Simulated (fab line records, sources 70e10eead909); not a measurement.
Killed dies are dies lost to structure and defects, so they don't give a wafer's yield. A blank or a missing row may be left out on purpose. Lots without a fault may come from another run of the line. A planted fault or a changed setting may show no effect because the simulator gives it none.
Which tool did it? | flow nand_harc | 11 lots, 33 wafers sampled, at 5 steps of a route of 1302

WHAT THE GAUGES READ, wafer by wafer
NHARC_END_SORT_01.
lot  | measured     | on        | defect_limited_yield (%) | killed_at_array | killed_at_other | killed_at_periphery | killed_dies | killed_open | killed_short | sort_bin_2_pct (%) | sort_bin_3_pct (%) | sort_bin_4_pct (%) | sort_n_pass | sort_rim_yield_pct (%) | sort_yield_pct (%)
L861 | day 27 22:27 | prober-02 | 88.2 89.1 87.3           | 76 73 82        | 1 0 0           | 3 1 4               | 80 74 86    | 3 3 7       | 6 4 3        | 4.7 4.0 5.3        | 0.6 0.6 1.5        | 6.5 6.4 5.9        | 597 603 591 | 97 97 98               | 88.2 89.1 87.3
L862 | day 28 06:10 | prober-01 | 91.6 93.9 90.8           | 55 37 58        | 1 2 3           | 1 2 1               | 57 41 62    | 6 0 4       | 0 4 1        | 2.4 1.9 4.1        | 0.6 0.3 0.3        | 5.5 3.8 4.7        | 620 636 615 | 90 89 87               | 91.6 93.9 90.8

WHICH TOOL RAN EACH LOT (tool, then ch and the chambers of the sampled wafers, then the start)
lot  | NHARC_A_BONDPAD_DESCUM_11          | NHARC_A_BONDPAD_ETCH_12                       | NHARC_HYBRID_BOND_ACTIVATE_00      | NHARC_THIN_TSV_CMP_01
L853 | rie_diel-13 ch 0,2,3, day 23 00:59 | rie_diel-13 ch 0,2, day 23 03:38 or earlier   | rie_diel-03 ch 1,2, day 23 03:38   | cmp-04 ch 1,2, day 23 12:48
L854 | rie_diel-06 ch 0,2,3, day 23 04:34 | rie_diel-06 ch 0,1,3, day 23 07:19 or earlier | rie_diel-03 ch 0,1,3, day 23 07:19 | cmp-04 ch 0,1,3, day 23 18:10
L855 | rie_diel-06 ch 0,1,3, day 23 14:55 | rie_diel-06 ch 0,1,3, day 23 17:40 or earlier | rie_diel-03 ch 2,3, day 23 17:40   | cmp-04 ch 0,3, day 24 04:40
L856 | rie_diel-13 ch 0,1,3, day 24 19:22 | rie_diel-13 ch 2,3, day 24 21:59 or earlier   | rie_diel-03 ch 1,2, day 24 21:59   | cmp-02 ch 0,1, day 25 10:09
L858 | rie_diel-06 ch 0,2,3, day 24 21:37 | rie_diel-06 ch 1,2,3, day 25 00:14 or earlier | rie_diel-03 ch 0,1, day 25 00:14   | cmp-03 ch 1,2,3, day 25 09:01
L857 | rie_diel-06 ch 0,1, day 25 02:00   | rie_diel-06 ch 0,3, day 25 04:38 or earlier   | rie_diel-07 ch 0,1,3, day 25 04:38 | cmp-02 ch 1,2,3, day 25 15:32
L859 | rie_diel-13 ch 0,2,3, day 25 14:59 | rie_diel-13 ch 1,2, day 25 17:38 or earlier   | rie_diel-07 ch 1,2,3, day 25 17:38 | cmp-02 ch 0,1, day 26 04:26
L861 | rie_diel-06 ch 2,3, day 26 13:41   | rie_diel-06 ch 2,3, day 26 16:23 or earlier   | rie_diel-03 ch 1,2,3, day 26 16:23 | cmp-03 ch 0,1,3, day 27 06:23
L860 | rie_diel-13 ch 0,2,3, day 26 14:18 | rie_diel-13 ch 2,3, day 26 17:07 or earlier   | rie_diel-07 ch 0,3, day 26 17:07   | cmp-03 ch 1,2,3, day 27 05:11
L862 | rie_diel-06 ch 1,2, day 26 19:34   | rie_diel-06 ch 1,2, day 26 22:17 or earlier   | rie_diel-03 ch 0,2,3, day 26 22:17 | cmp-03 ch 0,1,3, day 27 09:28
L873 | rie_diel-13 ch 1,2,3, day 31 03:16 | rie_diel-13 ch 0,1,2, day 31 05:55 or earlier | rie_diel-03 ch 0,1,3, day 31 05:55 | cmp-02 ch 1,3, day 32 01:13
- NHARC_A_BONDPAD_DESCUM_11: chemistry O2, time 3 s.
- NHARC_A_BONDPAD_ETCH_12: etches the open film in CHF3/O2, target depth 220 nm, time 110 s.
- NHARC_HYBRID_BOND_ACTIVATE_00: chemistry N2, time 60 s.
- NHARC_THIN_TSV_CMP_01: polishes.

WHAT THE TOOLS THEMSELVES READ (means of the sampled wafers that have a number; where no wafer has one, the mark that the record gives instead)
NHARC_A_BONDPAD_DESCUM_11.
lot  | tool        | drypump_motor_current_A (A) | oes_product_au (a.u.) | rf_vpp_V (V) | showerhead_plenum_p_Torr (Torr) | throttle_valve_pct (%)
L853 | rie_diel-13 | 5.9                         | 1.004                 | 57.9         | 1.88                            | 11.304
L854 | rie_diel-06 | 5.7                         | 1.000                 | 58.0         | 1.92                            | 11.312
L855 | rie_diel-06 | 5.7                         | 1.006                 | 57.6         | 1.88                            | 11.317
L856 | rie_diel-13 | 5.6                         | 1.000                 | 57.2         | 1.87                            | 11.315
L858 | rie_diel-06 | 5.7                         | 0.997                 | 58.1         | 1.92                            | 11.306
L857 | rie_diel-06 | 5.8                         | 1.000                 | 57.3         | 1.83                            | 11.306
L859 | rie_diel-13 | 5.8                         | 1.004                 | 57.1         | 1.88                            | 11.310
L861 | rie_diel-06 | 5.8                         | 1.004                 | 58.0         | 1.98                            | 11.313
L860 | rie_diel-13 | 5.8                         | 0.992                 | 57.5         | 1.88                            | 11.307
L862 | rie_diel-06 | 6.0                         | 1.006                 | 57.9         | 1.90                            | 11.314
L873 | rie_diel-13 | 5.4                         | 0.996                 | 57.0         | 1.79                            | 11.316

NHARC_A_BONDPAD_ETCH_12.
lot  | tool        | drypump_motor_current_A (A) | oes_product_au (a.u.) | rf_vpp_V (V) | showerhead_plenum_p_Torr (Torr) | throttle_valve_pct (%)
L853 | rie_diel-13 | 6.1                         | 0.961                 | 369.7        | 2.37                            | 20.571
L854 | rie_diel-06 | 5.7                         | 0.975                 | 370.1        | 2.36                            | 20.571
L855 | rie_diel-06 | 5.7                         | 0.931                 | 369.3        | 2.36                            | 20.559
L856 | rie_diel-13 | 5.4                         | 0.923                 | 367.2        | 2.28                            | 20.571
L858 | rie_diel-06 | 5.8                         | 0.970                 | 371.8        | 2.43                            | 20.569
L857 | rie_diel-06 | 5.5                         | 0.959                 | 370.5        | 2.40                            | 20.572
L859 | rie_diel-13 | 5.6                         | 0.917                 | 366.8        | 2.26                            | 20.580
L861 | rie_diel-06 | 5.6                         | 0.963                 | 371.6        | 2.47                            | 20.564
L860 | rie_diel-13 | 5.4                         | 0.929                 | 367.9        | 2.28                            | 20.570
L862 | rie_diel-06 | 6.0                         | 0.929                 | 370.6        | 2.38                            | 20.570
L873 | rie_diel-13 | 5.9                         | 0.981                 | 369.1        | 2.34                            | 20.580

NHARC_HYBRID_BOND_ACTIVATE_00.
lot  | tool        | drypump_motor_current_A (A) | n2_flow_sccm (sccm) | oes_product_au (a.u.) | rf_vpp_V (V) | run_length_s (s) | showerhead_plenum_p_Torr (Torr)
L853 | rie_diel-03 | 5.5                         | 200.3               | 0.996                 | 64.2         | 80.9             | 1.82
L854 | rie_diel-03 | 5.7                         | 199.7               | 1.003                 | 63.7         | 81.1             | 1.77
L855 | rie_diel-03 | 6.1                         | 200.6               | 0.987                 | 64.9         | 81.2             | 1.77
L856 | rie_diel-03 | 5.5                         | 199.7               | 1.002                 | 64.1         | 80.9             | 1.82
L858 | rie_diel-03 | 5.5                         | 200.1               | 1.012                 | 64.2         | 80.8             | 1.80
L857 | rie_diel-07 | 5.8                         | 199.8               | 0.997                 | 63.3         | 81.5             | 1.73
L859 | rie_diel-07 | 6.0                         | 199.5               | 0.989                 | 63.7         | 81.3             | 1.70
L861 | rie_diel-03 | 5.8                         | 199.9               | 1.001                 | 63.9         | 80.9             | 1.79
L860 | rie_diel-07 | 5.4                         | 200.7               | 0.994                 | 63.9         | 81.8             | 1.71
L862 | rie_diel-03 | 5.8                         | 200.3               | 0.995                 | 63.8         | 81.0             | 1.71
L873 | rie_diel-03 | 5.7                         | 200.3               | 0.994                 | 64.8         | 80.4             | 1.77

NHARC_THIN_TSV_CMP_01.
lot  | tool   | motor_current_A (A)
L853 | cmp-04 | 10.1
L854 | cmp-04 | 12.0
L855 | cmp-04 | 12.5
L856 | cmp-02 | 12.9
L858 | cmp-03 | 11.1
L857 | cmp-02 | 11.7
L859 | cmp-02 | 13.3
L861 | cmp-03 | 11.6
L860 | cmp-03 | 11.4
L862 | cmp-03 | 11.8
L873 | cmp-02 | 11.6

THE ANSWER, worked out from the rows above alone
Rule: what is usual is taken from the lots themselves. Put in order of their means at a reading, lots are off if they are a third of the lots or fewer, leave a main group of 4 or more, and stand apart from it by a gap of 3 or more times the standard deviation of the main group's means; of several such gaps the widest counts. A main group whose means are all the same, to the digits that the tables above print for the reading, isn't used. A lot without any number at a reading at which 4 lots or more have one is off too. The other lots that the step has rows for count as sound. The gauges are gone through in route order, then the tools' own readings, and for those a lot's mean is taken as printed above. The first step at which some lot is off is used, and at that step the reading that is off furthest; a lot without a number counts as furthest.
No lot is off at any reading shown: from this, nothing can be told.

WHAT THE SIMULATOR HAD PUT IN
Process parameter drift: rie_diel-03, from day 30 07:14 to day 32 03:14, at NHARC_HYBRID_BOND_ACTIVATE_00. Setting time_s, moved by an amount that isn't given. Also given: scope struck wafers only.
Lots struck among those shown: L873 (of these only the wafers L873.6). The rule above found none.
